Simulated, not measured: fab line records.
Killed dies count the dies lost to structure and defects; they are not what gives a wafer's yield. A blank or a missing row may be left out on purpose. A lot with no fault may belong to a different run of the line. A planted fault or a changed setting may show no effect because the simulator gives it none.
Lot-split experiment | flow n5Finfet | 39 wafers read from 7 lots, route of 1938 steps

## THE SPLIT ITSELF
At N5_SDB_ALD_29 (deposits SiNx, target thk 30 nm, pulse time 1 s, ald cycles 600), the setting aldCycles was moved away from the recipe's 600 on 15 of the 39 wafers read, by -45.5% to +48.8%. All remaining wafers had this setting at the recipe value.

The reading comes from the split's own step.

## THE READING
SiNx_of_SDB_ALD_29.thkNm (the simulator's own value, which no gauge read), in nm, at N5_SDB_ALD_29 (deposits SiNx, target thk 30 nm, pulse time 1 s, ald cycles 600). The file gives no usual value for it. Average 29.9 nm, standard deviation 0.19 nm, over the 24 wafers here run with the recipe.

wafer  | tool, chamber at the split | aldCycles as run | against the recipe | SiNx_of_SDB_ALD_29.thkNm, nm | against lot-mates on the recipe
L077.1 | aldSin-02, 2,3,2           | 600              | recipe             | 29.8                         | -
L077.5 | aldSin-02, 2,3,2           | 600              | recipe             | 29.8                         | -
L077.6 | aldSin-02, 2,3,2           | 600              | recipe             | 29.8                         | -
L077.2 | aldSin-02, 0               | 395              | -34.2%             | 19.6                         | -10.2
L077.3 | aldSin-02, 3,1             | 395              | -34.2%             | 19.4                         | -10.4
L077.4 | aldSin-02, 3,1             | 395              | -34.2%             | 19.4                         | -10.4
L082.1 | aldSin-04, 2,0,1           | 600              | recipe             | 30                           | -
L082.3 | aldSin-04, 2,0,1           | 600              | recipe             | 30                           | -
L082.4 | aldSin-04, 2,0,1           | 600              | recipe             | 30                           | -
L082.2 | aldSin-04, 3,0             | 390              | -35.0%             | 19.4                         | -10.6
L082.5 | aldSin-04, 3,0             | 390              | -35.0%             | 19.4                         | -10.6
L082.6 | aldSin-04, 3               | 390              | -35.0%             | 19.6                         | -10.4
L084.1 | aldSin-02, 3               | 600              | recipe             | 29.8                         | -
L084.2 | aldSin-02, 1,3             | 327              | -45.5%             | 16.2                         | -13.5
L084.5 | aldSin-02, 1,3             | 327              | -45.5%             | 16.2                         | -13.5
L084.3 | aldSin-02, 2               | 600              | recipe             | 29.6                         | -
L084.6 | aldSin-02, 2               | 600              | recipe             | 29.6                         | -
L084.4 | aldSin-02, 0               | 327              | -45.5%             | 16                           | -13.7
L085.1 | aldSin-04, 0               | 893              | +48.8%             | 44.8                         | +14.7
L085.2 | aldSin-04, 3               | 600              | recipe             | 30.2                         | -
L085.6 | aldSin-04, 3               | 600              | recipe             | 30.2                         | -
L085.3 | aldSin-04, 2,0             | 893              | +48.8%             | 44.6                         | +14.5
L085.5 | aldSin-04, 2,0             | 893              | +48.8%             | 44.6                         | +14.5
L085.4 | aldSin-04, 1               | 600              | recipe             | 30                           | -
L086.1 | aldSin-03, 0               | 600              | recipe             | 29.6                         | -
L086.2 | aldSin-03, 1,0             | 731              | +21.8%             | 36.4                         | +6.7
L086.5 | aldSin-03, 1,0             | 731              | +21.8%             | 36.4                         | +6.7
L086.3 | aldSin-03, 2,3             | 600              | recipe             | 29.8                         | -
L086.4 | aldSin-03, 2,3             | 600              | recipe             | 29.8                         | -
L086.6 | aldSin-03, 1               | 731              | +21.8%             | 36.6                         | +6.9
L092.1 | aldSin-04, 1,3             | 600              | recipe             | 30.2                         | -
L092.3 | aldSin-04, 1,3             | 600              | recipe             | 30.2                         | -
L092.2 | aldSin-04, 2,0,0,3         | 600              | recipe             | 30                           | -
L092.4 | aldSin-04, 2,0,0,3         | 600              | recipe             | 30                           | -
L092.5 | aldSin-04, 2,0,0,3         | 600              | recipe             | 30                           | -
L092.6 | aldSin-04, 2,0,0,3         | 600              | recipe             | 30                           | -
L096.1 | aldSin-03, 3,2             | 600              | recipe             | 30.2                         | -
L096.4 | aldSin-03, 3,2             | 600              | recipe             | 30.2                         | -
L096.2 | aldSin-03, 0               | 600              | recipe             | 30                           | -
The file does not say which wafer passed through which chamber wherever a row lists several chambers: such a row stands for several wafers.

FIT RESULTS
A straight line over all 39 wafers: SiNx_of_SDB_ALD_29.thkNm changes by +0.302 nm for each +1% of aldCycles; r = +1.00; the points scatter about the line by 0.18 nm.
The same after taking each lot's own level away (the mean of its wafers on the recipe; 39 wafers): +0.3 nm for each +1%; r = +1.00; scatter 0.12 nm.
According to that fit, moving aldCycles by its largest amount changes the reading by 15 nm.
Across the lots, their own levels run from 29.67 to 30.13 nm, a range of 2.4 times the standard deviation given above.
Hence the lot-to-lot level has little effect on the slope; both slopes agree.
Check: +14.6 nm against its lot-mates is what the line predicts for one of the wafers moved furthest among these (+48.8%) when that wafer is left out of the fit. Against them it came out at +14.7 nm.

## ADDITIONAL SPLITS CARRIED BY THESE WAFERS
Other splits were also applied to these wafers ahead of the reading. Each is held against what the fit with the lots' levels taken away leaves over:
other split on the same wafers | wafers away from the commonest value | r with SiNx_of_SDB_ALD_29.thkNm (lot level and that fit taken away)
N5_FIN_SAQP_PECVD_06 timeS     | 15                                   | -0.29

## THE WHOLE CHAIN: every reading that the file lists as answering this split, in the file's order
step          | what it does                                                      | reading                                                                   | change (the file's fit)                                                              | r (the file's)
N5_SDB_ALD_29 | deposits SiNx, target thk 30 nm, pulse time 1 s, ald cycles 600   | SiNx_of_SDB_ALD_29.thkNm (the simulator's own value, which no gauge read) | +0.3 nm for each +1% of the setting                                                  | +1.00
N5_SDB_CMP_30 | polishes, stops on poly-Si, t overpolish 1.54 s, target thk 30 nm | SiNx_of_SDB_ALD_29.thkNm (the simulator's own value, which no gauge read) | not straight: 16.13 at the lowest setting, 29.95 at the recipe, 28.93 at the highest | not given

## FILE'S OWN FIT
SiNx_of_SDB_ALD_29.thkNm changes by +0.3 nm for each +1% of aldCycles, r = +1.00.
